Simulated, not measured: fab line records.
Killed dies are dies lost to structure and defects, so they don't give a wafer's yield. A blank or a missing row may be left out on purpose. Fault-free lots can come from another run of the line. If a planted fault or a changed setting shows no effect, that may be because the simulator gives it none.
Chamber matching / flow nandHarc / NHARC_A_STAIRCASE_CMP_152 on cmp-02 has 4 sister chambers
The step polishes. 8 wafers are shown with their chamber, then 12 later ones without.

== EACH WAFER AND ITS CHAMBER ==
wafer=L083.1; chamber=3; motorCurrentA (A)=12.0; slurryFlowMlMin=149.2
wafer=L087.5; chamber=1; motorCurrentA (A)=12.5; slurryFlowMlMin=151.0
wafer=L087.6; chamber=2; motorCurrentA (A)=13.3; slurryFlowMlMin=149.6
wafer=L089.5; chamber=1; motorCurrentA (A)=12.0; slurryFlowMlMin=150.3
wafer=L089.6; chamber=0; motorCurrentA (A)=12.0; slurryFlowMlMin=149.4
wafer=L088.1; chamber=0; motorCurrentA (A)=11.9; slurryFlowMlMin=150.1
wafer=L088.3; chamber=2; motorCurrentA (A)=12.7; slurryFlowMlMin=150.6
wafer=L088.4; chamber=3; motorCurrentA (A)=11.6; slurryFlowMlMin=149.2

== WAFERS WHOSE CHAMBER IS MISSING ==
wafer=L091.1; motorCurrentA (A)=11.8; slurryFlowMlMin=149.2
wafer=L091.2; motorCurrentA (A)=13.2; slurryFlowMlMin=149.0
wafer=L091.5; motorCurrentA (A)=12.1; slurryFlowMlMin=149.7
wafer=L092.1; motorCurrentA (A)=11.9; slurryFlowMlMin=150.1
wafer=L092.2; motorCurrentA (A)=12.3; slurryFlowMlMin=149.5
wafer=L092.4; motorCurrentA (A)=12.5; slurryFlowMlMin=150.7
wafer=L093.1; motorCurrentA (A)=12.0; slurryFlowMlMin=150.3
wafer=L093.5; motorCurrentA (A)=11.7; slurryFlowMlMin=150.4
wafer=L093.6; motorCurrentA (A)=12.1; slurryFlowMlMin=150.4
wafer=L097.1; motorCurrentA (A)=12.4; slurryFlowMlMin=149.9
wafer=L097.2; motorCurrentA (A)=12.9; slurryFlowMlMin=150.2
wafer=L097.4; motorCurrentA (A)=12.3; slurryFlowMlMin=150.4

== CHAMBER TAKEN BY EACH ==
wafer=L091.1; from the rows above=can't be placed: 3 or 0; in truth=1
wafer=L091.2; from the rows above=can't be placed: 2 or 0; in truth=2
wafer=L091.5; from the rows above=can't be placed: 0 or 3 or 1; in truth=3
wafer=L092.1; from the rows above=can't be placed: 0 or 1 or 3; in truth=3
wafer=L092.2; from the rows above=can't be placed: 0 or 3 or 1 or 2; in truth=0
wafer=L092.4; from the rows above=can't be placed: 1 or 2 or 0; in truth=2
wafer=L093.1; from the rows above=can't be placed: 1 or 0 or 3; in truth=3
wafer=L093.5; from the rows above=can't be placed: 0 or 1 or 3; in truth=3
wafer=L093.6; from the rows above=can't be placed: 1 or 0 or 3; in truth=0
wafer=L097.1; from the rows above=can't be placed: 0 or 1 or 2 or 3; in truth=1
wafer=L097.2; from the rows above=can't be placed: 2 or 1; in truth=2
wafer=L097.4; from the rows above=can't be placed: 1 or 0 or 2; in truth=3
Correct placement for 0 of the 12. Cannot be placed on the basis of these rows: 12; the candidates contain the true chamber in 10. Wrongly placed: 0.
How it was worked out, from the rows above alone: a wafer's distance from a chamber is the root of the sum, over the readings, of the square of ((its reading less the chamber's mean) divided by the reading's scatter). The wafer belongs to the nearest chamber; if the next one is less than 2 further off, it can't be placed. Each chamber's mean is taken over the wafers shown for it. The scatter: take each reading less its chamber's mean, square it, sum over the shown wafers, divide by the number of wafers less the number of chambers, and take the root.
